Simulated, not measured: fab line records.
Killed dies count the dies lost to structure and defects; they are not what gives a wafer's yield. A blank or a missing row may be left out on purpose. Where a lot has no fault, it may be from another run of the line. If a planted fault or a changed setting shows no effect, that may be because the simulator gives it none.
A struck lot beside a sound one    flow nandHarc    15 out of 1159 route steps
Sound: the wafers L570.2, L570.3, L570.5. Struck: wafers L576.3, L576.4, L576.5. The cause is given at the end.
Per side, at each step with rows, come the tool, then ch with its chambers, and then its first start. Under that, the readings that differ: sound wafers    struck wafers    difference of the means    sigmas: that difference in standard deviations of wafers without a fault.
alike: a reading whose means differ by less than 2 such deviations, as well as words and numbers matching on both sides. not compared: withheld readings; readings where some wafer has no value; bounds like >300 that might hide an equal value; numbers whose values overlap and for which the record gives no deviation.
The two part at a step that has a row with sigmas, a row that says differs or no value, or rows on one side only. Numbers that have no deviation but don't overlap get no sigmas and don't part them. Lack of a reading on every wafer of one side parts them only where that side has two or more wafers.

first, 1 step without rows for these wafers: NHARC_A_ONON_D1_DEP_12 (target thk 1000 nm).
NHARC_A_ONON_D1_THK_MEAS_14: measures by ellipsometry.
  sound on filmMetro-02 at day 8 13:21; struck on filmMetro-01 at day 9 15:35
  alike: thkNm
then, 2 steps without rows for these wafers: NHARC_A_ONON_D1_ANNEAL_15 (time 3600 s); NHARC_A_ONON_D1_DEP_16 (target thk 1000 nm).
NHARC_A_ONON_D1_THK_MEAS_18: measures by ellipsometry.
  sound on filmMetro-02 at day 8 20:28; struck on filmMetro-01 at day 9 22:37
  alike: thkNm
then NHARC_A_ONON_D1_DEP_19 (target thk 1000 nm), 1 step lacking rows for these wafers.
NHARC_A_ONON_D1_THK_MEAS_21: measures by ellipsometry.
  sound on filmMetro-01 at day 8 21:02; struck on filmMetro-01 at day 9 23:11
  alike: thkNm
then NHARC_A_ONON_D1_DEP_22 (target thk 1000 nm), 1 step lacking rows for these wafers.
NHARC_A_ONON_D1_THK_MEAS_24: measures by ellipsometry.
  sound on filmMetro-01 at day 8 21:36; struck on filmMetro-01 at day 9 23:46
  alike: thkNm
then NHARC_A_ONON_D1_DEP_25 (target thk 1000 nm), 1 step lacking rows for these wafers.
NHARC_A_ONON_D1_THK_MEAS_27: measures by ellipsometry.
  sound on filmMetro-01 at day 8 22:10; struck on filmMetro-02 at day 10 00:22
  alike: thkNm
NHARC_A_ONON_D1_DEP_28: target thk 1000 nm.
  sound on pecvdOnon-04 ch 0, day 8 22:17; struck on pecvdOnon-04 ch 0, day 10 00:34
  alike: susceptorTempC
NHARC_A_ONON_D1_THK_MEAS_30: measures by ellipsometry.
  sound on filmMetro-01 at day 8 22:44; struck on filmMetro-02 at day 10 00:57
reading     sound        struck          difference  sigmas
thkNm (nm)  987 987 986  1271 1273 1273  +286        +20
NHARC_A_ONON_D1_DEP_33: deposits SiO2, target thk 200 nm.
  sound on pecvd-02 ch 0,1, day 8 22:49; struck on pecvd-02 ch 0,1,2, day 10 01:04
  alike: chamberPressureTorr, heaterPowerW, susceptorTempC, throttleValvePct
-- jump in the record: it breaks off in module A_ONON_D1 and resumes in module END (first step shown: number 1159 of the route), and 12 days separate the struck wafers' starts before and after --
NHARC_END_SORT_01:
  sound on prober-02 ch 0, day 19 18:10; struck on prober-01 ch 0, day 22 02:55
reading        sound     struck       difference  sigmas
killedAtArray  28 17 32  668 672 671  +645        +64
killedDies     32 21 37  677 677 677  +647        +65
  alike: killedAtOther, killedAtPeriphery, killedOpen, killedShort

WHERE THEY PART
Earliest at NHARC_A_ONON_D1_THK_MEAS_30; latest, in this record, at NHARC_END_SORT_01.

WHY: what had been put in by the simulator
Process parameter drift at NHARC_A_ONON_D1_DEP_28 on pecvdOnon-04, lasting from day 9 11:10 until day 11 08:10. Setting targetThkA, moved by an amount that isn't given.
